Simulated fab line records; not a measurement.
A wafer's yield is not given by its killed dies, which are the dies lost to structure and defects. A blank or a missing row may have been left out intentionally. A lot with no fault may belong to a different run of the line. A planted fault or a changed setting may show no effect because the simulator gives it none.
Which tool was responsible? || flow nandHarc || Sampling: 15 lots, 45 wafers, 3 of 1159 route steps

WHAT EACH GAUGE READ, for each wafer
No reading from a measuring or inspecting step in the record can be judged against a usual standard deviation.

TOOL THAT RAN EACH LOT (tool first, then ch and the chambers of the sampled wafers, then the start)
{"lot": "L910", "NHARC_P_M2_DESCUM_14": "rieDiel-02 ch 0,1,3, day 6 12:02", "NHARC_P_M2_PVD_20": "pvdSputter-02, day 6 13:13", "NHARC_P_M2_PVD_21": "pvdSputter-02, no start"}
{"lot": "L911", "NHARC_P_M2_DESCUM_14": "rieDiel-02 ch 0,1,2, day 6 12:39", "NHARC_P_M2_PVD_20": "pvdSputter-01, day 6 13:47", "NHARC_P_M2_PVD_21": "pvdSputter-01, no start"}
{"lot": "L913", "NHARC_P_M2_DESCUM_14": "rieDiel-11 ch 0,1,2, day 6 22:46", "NHARC_P_M2_PVD_20": "pvdSputter-01, day 6 23:57", "NHARC_P_M2_PVD_21": "pvdSputter-01, no start"}
{"lot": "L912", "NHARC_P_M2_DESCUM_14": "rieDiel-02 ch 0,1,3, day 6 23:02", "NHARC_P_M2_PVD_20": "pvdSputter-03, day 7 00:23", "NHARC_P_M2_PVD_21": "pvdSputter-03, no start"}
{"lot": "L915", "NHARC_P_M2_DESCUM_14": "rieDiel-02 ch 1,2, day 8 03:37", "NHARC_P_M2_PVD_20": "pvdSputter-01, day 8 05:12", "NHARC_P_M2_PVD_21": "pvdSputter-01, no start"}
{"lot": "L918", "NHARC_P_M2_DESCUM_14": "rieDiel-02 ch 0,2,3, day 8 04:52", "NHARC_P_M2_PVD_20": "pvdSputter-01, day 8 06:01", "NHARC_P_M2_PVD_21": "pvdSputter-01, no start"}
{"lot": "L919", "NHARC_P_M2_DESCUM_14": "rieDiel-02 ch 0,1, day 8 08:02", "NHARC_P_M2_PVD_20": "pvdSputter-02, day 8 09:11", "NHARC_P_M2_PVD_21": "pvdSputter-02, no start"}
{"lot": "L920", "NHARC_P_M2_DESCUM_14": "rieDiel-02 ch 0,1,2, day 8 08:49", "NHARC_P_M2_PVD_20": "pvdSputter-01, day 8 09:59", "NHARC_P_M2_PVD_21": "pvdSputter-01, no start"}
{"lot": "L924", "NHARC_P_M2_DESCUM_14": "rieDiel-02 ch 0,2, day 9 06:28", "NHARC_P_M2_PVD_20": "pvdSputter-03, day 9 07:43", "NHARC_P_M2_PVD_21": "pvdSputter-03, no start"}
{"lot": "L922", "NHARC_P_M2_DESCUM_14": "rieDiel-02 ch 0,3, day 9 07:59", "NHARC_P_M2_PVD_20": "pvdSputter-03, day 9 09:14", "NHARC_P_M2_PVD_21": "pvdSputter-03, no start"}
{"lot": "L927", "NHARC_P_M2_DESCUM_14": "rieDiel-08 ch 0,3, day 10 09:20", "NHARC_P_M2_PVD_20": "pvdSputter-03, day 10 10:36", "NHARC_P_M2_PVD_21": "pvdSputter-03, no start"}
{"lot": "L928", "NHARC_P_M2_DESCUM_14": "rieDiel-11 ch 1,2,3, day 10 17:55", "NHARC_P_M2_PVD_20": "pvdSputter-01, day 10 19:02", "NHARC_P_M2_PVD_21": "pvdSputter-01, no start"}
{"lot": "L929", "NHARC_P_M2_DESCUM_14": "rieDiel-11 ch 0,1,3, day 10 18:53", "NHARC_P_M2_PVD_20": "pvdSputter-01, day 10 20:02", "NHARC_P_M2_PVD_21": "pvdSputter-01, no start"}
{"lot": "L932", "NHARC_P_M2_DESCUM_14": "rieDiel-11 ch 0,1,3, day 11 19:19", "NHARC_P_M2_PVD_20": "pvdSputter-02, day 11 20:26", "NHARC_P_M2_PVD_21": "pvdSputter-02, no start"}
{"lot": "L933", "NHARC_P_M2_DESCUM_14": "rieDiel-02 ch 0,1,3, day 12 02:10", "NHARC_P_M2_PVD_20": "pvdSputter-01, day 12 03:17", "NHARC_P_M2_PVD_21": "pvdSputter-01, no start"}
- NHARC_P_M2_DESCUM_14: chemistry O2, time 3 s.
- NHARC_P_M2_PVD_20: deposits TaN, target thk 5 nm, time 8.06 s.
- NHARC_P_M2_PVD_21: deposits Cu, target thk 30 nm, time 20.49 s.

AS READ BY THE TOOLS THEMSELVES (means over the sampled wafers that have a number; for cases with no such wafer, the mark the record gives instead)
NHARC_P_M2_DESCUM_14. Usual: drypumpMotorCurrentA 6.2 A, standard deviation 0.45; oesProductAu 1.000 a.u., standard deviation 0.0076; rfVppV 57.6 V, standard deviation 0.93; showerheadPlenumPTorr 1.90 Torr, standard deviation 0.086; throttleValvePct 11.310 %, standard deviation 0.0087.
{"lot": "L910", "tool": "rieDiel-02", "drypumpMotorCurrentA (A)": 6.3, "oesProductAu (a.u.)": 0.999, "rfVppV (V)": 57.7, "showerheadPlenumPTorr (Torr)": 1.90, "throttleValvePct (%)": 11.306, "flag": ""}
{"lot": "L911", "tool": "rieDiel-02", "drypumpMotorCurrentA (A)": 6.2, "oesProductAu (a.u.)": 0.996, "rfVppV (V)": 57.7, "showerheadPlenumPTorr (Torr)": 1.93, "throttleValvePct (%)": 11.317, "flag": ""}
{"lot": "L913", "tool": "rieDiel-11", "drypumpMotorCurrentA (A)": 6.0, "oesProductAu (a.u.)": 1.003, "rfVppV (V)": 57.8, "showerheadPlenumPTorr (Torr)": 1.95, "throttleValvePct (%)": 11.307, "flag": ""}
{"lot": "L912", "tool": "rieDiel-02", "drypumpMotorCurrentA (A)": 6.3, "oesProductAu (a.u.)": 1.005, "rfVppV (V)": 57.2, "showerheadPlenumPTorr (Torr)": 1.90, "throttleValvePct (%)": 11.312, "flag": ""}
{"lot": "L915", "tool": "rieDiel-02", "drypumpMotorCurrentA (A)": 5.8, "oesProductAu (a.u.)": 0.994, "rfVppV (V)": 58.2, "showerheadPlenumPTorr (Torr)": 2.00, "throttleValvePct (%)": 11.315, "flag": ""}
{"lot": "L918", "tool": "rieDiel-02", "drypumpMotorCurrentA (A)": 6.4, "oesProductAu (a.u.)": 0.997, "rfVppV (V)": 56.7, "showerheadPlenumPTorr (Torr)": 1.84, "throttleValvePct (%)": 11.308, "flag": ""}
{"lot": "L919", "tool": "rieDiel-02", "drypumpMotorCurrentA (A)": 6.4, "oesProductAu (a.u.)": 1.000, "rfVppV (V)": 56.6, "showerheadPlenumPTorr (Torr)": 1.92, "throttleValvePct (%)": 11.310, "flag": ""}
{"lot": "L920", "tool": "rieDiel-02", "drypumpMotorCurrentA (A)": 6.2, "oesProductAu (a.u.)": 1.000, "rfVppV (V)": 57.6, "showerheadPlenumPTorr (Torr)": 1.93, "throttleValvePct (%)": 11.323, "flag": ""}
{"lot": "L924", "tool": "rieDiel-02", "drypumpMotorCurrentA (A)": 6.5, "oesProductAu (a.u.)": 1.005, "rfVppV (V)": 57.0, "showerheadPlenumPTorr (Torr)": 1.86, "throttleValvePct (%)": 11.309, "flag": ""}
{"lot": "L922", "tool": "rieDiel-02", "drypumpMotorCurrentA (A)": 6.5, "oesProductAu (a.u.)": 1.003, "rfVppV (V)": 57.0, "showerheadPlenumPTorr (Torr)": 1.81, "throttleValvePct (%)": 11.313, "flag": ""}
{"lot": "L927", "tool": "rieDiel-08", "drypumpMotorCurrentA (A)": 6.0, "oesProductAu (a.u.)": 0.990, "rfVppV (V)": 57.1, "showerheadPlenumPTorr (Torr)": 1.91, "throttleValvePct (%)": 11.322, "flag": ""}
{"lot": "L928", "tool": "rieDiel-11", "drypumpMotorCurrentA (A)": 6.0, "oesProductAu (a.u.)": 0.995, "rfVppV (V)": 58.0, "showerheadPlenumPTorr (Torr)": 1.94, "throttleValvePct (%)": 11.315, "flag": ""}
{"lot": "L929", "tool": "rieDiel-11", "drypumpMotorCurrentA (A)": 6.2, "oesProductAu (a.u.)": 1.004, "rfVppV (V)": 58.2, "showerheadPlenumPTorr (Torr)": 1.91, "throttleValvePct (%)": 11.313, "flag": ""}
{"lot": "L932", "tool": "rieDiel-11", "drypumpMotorCurrentA (A)": 6.2, "oesProductAu (a.u.)": 1.001, "rfVppV (V)": 58.2, "showerheadPlenumPTorr (Torr)": 1.91, "throttleValvePct (%)": 11.309, "flag": ""}
{"lot": "L933", "tool": "rieDiel-02", "drypumpMotorCurrentA (A)": 6.3, "oesProductAu (a.u.)": 0.993, "rfVppV (V)": 57.7, "showerheadPlenumPTorr (Torr)": 1.89, "throttleValvePct (%)": 11.313, "flag": ""}

NHARC_P_M2_PVD_20. Usual: biasV 168.5 V, standard deviation 1.9; cathodeDcPowerW 15000 W, standard deviation 3.1; substrateTempC 49.99 C, standard deviation 0.12; throttleValvePct 30.7 %, standard deviation 1.1.
{"lot": "L910", "tool": "pvdSputter-02", "biasV (V)": 169.4, "cathodeDcPowerW (W)": 15002, "substrateTempC (C)": 50.04, "throttleValvePct (%)": 29.5, "flag": ""}
{"lot": "L911", "tool": "pvdSputter-01", "biasV (V)": 167.5, "cathodeDcPowerW (W)": 14999, "substrateTempC (C)": 49.96, "throttleValvePct (%)": 30.6, "flag": ""}
{"lot": "L913", "tool": "pvdSputter-01", "biasV (V)": 169.1, "cathodeDcPowerW (W)": 14998, "substrateTempC (C)": 49.95, "throttleValvePct (%)": 30.8, "flag": ""}
{"lot": "L912", "tool": "pvdSputter-03", "biasV (V)": 169.9, "cathodeDcPowerW (W)": 15000, "substrateTempC (C)": 50.02, "throttleValvePct (%)": 32.3, "flag": ""}
{"lot": "L915", "tool": "pvdSputter-01", "biasV (V)": 170.1, "cathodeDcPowerW (W)": 15005, "substrateTempC (C)": 50.11, "throttleValvePct (%)": 30.1, "flag": ""}
{"lot": "L918", "tool": "pvdSputter-01", "biasV (V)": 167.3, "cathodeDcPowerW (W)": 15005, "substrateTempC (C)": 49.98, "throttleValvePct (%)": 31.4, "flag": ""}
{"lot": "L919", "tool": "pvdSputter-02", "biasV (V)": 165.0, "cathodeDcPowerW (W)": 14998, "substrateTempC (C)": 50.05, "throttleValvePct (%)": 29.3, "flag": ""}
{"lot": "L920", "tool": "pvdSputter-01", "biasV (V)": 169.3, "cathodeDcPowerW (W)": 15003, "substrateTempC (C)": 49.98, "throttleValvePct (%)": 31.5, "flag": ""}
{"lot": "L924", "tool": "pvdSputter-03", "biasV (V)": 169.2, "cathodeDcPowerW (W)": 15000, "substrateTempC (C)": 50.01, "throttleValvePct (%)": 30.2, "flag": ""}
{"lot": "L922", "tool": "pvdSputter-03", "biasV (V)": 167.7, "cathodeDcPowerW (W)": 15000, "substrateTempC (C)": 49.94, "throttleValvePct (%)": 30.2, "flag": ""}
{"lot": "L927", "tool": "pvdSputter-03", "biasV (V)": "-", "cathodeDcPowerW (W)": "-", "substrateTempC (C)": "-", "throttleValvePct (%)": "-", "flag": "OFF"}
{"lot": "L928", "tool": "pvdSputter-01", "biasV (V)": "-", "cathodeDcPowerW (W)": "-", "substrateTempC (C)": "-", "throttleValvePct (%)": "-", "flag": "OFF"}
{"lot": "L929", "tool": "pvdSputter-01", "biasV (V)": "-", "cathodeDcPowerW (W)": "-", "substrateTempC (C)": "-", "throttleValvePct (%)": "-", "flag": "OFF"}
{"lot": "L932", "tool": "pvdSputter-02", "biasV (V)": 170.0, "cathodeDcPowerW (W)": 14999, "substrateTempC (C)": 50.02, "throttleValvePct (%)": 30.0, "flag": ""}
{"lot": "L933", "tool": "pvdSputter-01", "biasV (V)": 169.1, "cathodeDcPowerW (W)": 15003, "substrateTempC (C)": 49.87, "throttleValvePct (%)": 31.3, "flag": ""}

NHARC_P_M2_PVD_21. Usual: cathodeDcPowerW 4999.9 W, standard deviation 0.82; chamberPressurePa 5.000 Pa, standard deviation 0.0097; substrateTempC 30.02 C, standard deviation 0.096; throttleValvePct 30.8 %, standard deviation 1.1.
{"lot": "L910", "tool": "pvdSputter-02", "cathodeDcPowerW (W)": 4999.3, "chamberPressurePa (Pa)": 5.004, "substrateTempC (C)": 30.01, "throttleValvePct (%)": 30.0, "flag": ""}
{"lot": "L911", "tool": "pvdSputter-01", "cathodeDcPowerW (W)": 4999.8, "chamberPressurePa (Pa)": 5.003, "substrateTempC (C)": 30.03, "throttleValvePct (%)": 31.6, "flag": ""}
{"lot": "L913", "tool": "pvdSputter-01", "cathodeDcPowerW (W)": 4999.5, "chamberPressurePa (Pa)": 4.997, "substrateTempC (C)": 29.98, "throttleValvePct (%)": 31.0, "flag": ""}
{"lot": "L912", "tool": "pvdSputter-03", "cathodeDcPowerW (W)": 4999.9, "chamberPressurePa (Pa)": 4.997, "substrateTempC (C)": 30.06, "throttleValvePct (%)": 30.5, "flag": ""}
{"lot": "L915", "tool": "pvdSputter-01", "cathodeDcPowerW (W)": 5000.0, "chamberPressurePa (Pa)": 4.996, "substrateTempC (C)": 29.99, "throttleValvePct (%)": 30.1, "flag": ""}
{"lot": "L918", "tool": "pvdSputter-01", "cathodeDcPowerW (W)": 4999.7, "chamberPressurePa (Pa)": 4.999, "substrateTempC (C)": 29.95, "throttleValvePct (%)": 30.6, "flag": ""}
{"lot": "L919", "tool": "pvdSputter-02", "cathodeDcPowerW (W)": 5000.7, "chamberPressurePa (Pa)": 4.999, "substrateTempC (C)": 30.05, "throttleValvePct (%)": 30.6, "flag": ""}
{"lot": "L920", "tool": "pvdSputter-01", "cathodeDcPowerW (W)": 4999.1, "chamberPressurePa (Pa)": 4.991, "substrateTempC (C)": 30.06, "throttleValvePct (%)": 30.9, "flag": ""}
{"lot": "L924", "tool": "pvdSputter-03", "cathodeDcPowerW (W)": 4998.7, "chamberPressurePa (Pa)": 5.007, "substrateTempC (C)": 30.04, "throttleValvePct (%)": 31.3, "flag": ""}
{"lot": "L922", "tool": "pvdSputter-03", "cathodeDcPowerW (W)": 4999.4, "chamberPressurePa (Pa)": 4.996, "substrateTempC (C)": 29.95, "throttleValvePct (%)": 31.1, "flag": ""}
{"lot": "L927", "tool": "pvdSputter-03", "cathodeDcPowerW (W)": 5000.5, "chamberPressurePa (Pa)": 4.997, "substrateTempC (C)": 29.88, "throttleValvePct (%)": 30.4, "flag": ""}
{"lot": "L928", "tool": "pvdSputter-01", "cathodeDcPowerW (W)": 5000.4, "chamberPressurePa (Pa)": 4.997, "substrateTempC (C)": 29.99, "throttleValvePct (%)": 30.7, "flag": ""}
{"lot": "L929", "tool": "pvdSputter-01", "cathodeDcPowerW (W)": 4999.7, "chamberPressurePa (Pa)": 5.007, "substrateTempC (C)": 30.03, "throttleValvePct (%)": 30.7, "flag": ""}
{"lot": "L932", "tool": "pvdSputter-02", "cathodeDcPowerW (W)": 5000.3, "chamberPressurePa (Pa)": 5.010, "substrateTempC (C)": 30.02, "throttleValvePct (%)": 30.4, "flag": ""}
{"lot": "L933", "tool": "pvdSputter-01", "cathodeDcPowerW (W)": 4999.6, "chamberPressurePa (Pa)": 5.004, "substrateTempC (C)": 30.01, "throttleValvePct (%)": 30.8, "flag": ""}

THE ANSWER, worked out from the rows above alone
Rule: a lot is off if the mean of its wafers that have a number lies more than 3 standard deviations from the usual mean. A lot without any number at a reading at which 4 lots or more have one is off too. Where the step has rows for the other lots, those lots are counted as sound. Order of review: gauges by route order, followed by the tools' own readings, for which a lot's mean as printed above is used. At the first step where some lot is off, the reading lying furthest off is the one used; lots without a number count as furthest.
Off, at NHARC_P_M2_PVD_20 on biasV: L927, L928, L929. Without a number there: L927, L928, L929.
If a tool, at that step or one of the process steps before it, ran each lot that is off and ran no sound lot following the first of them, it fits. No candidate that was tried fits.

WHAT THE SIMULATOR HAD PUT IN
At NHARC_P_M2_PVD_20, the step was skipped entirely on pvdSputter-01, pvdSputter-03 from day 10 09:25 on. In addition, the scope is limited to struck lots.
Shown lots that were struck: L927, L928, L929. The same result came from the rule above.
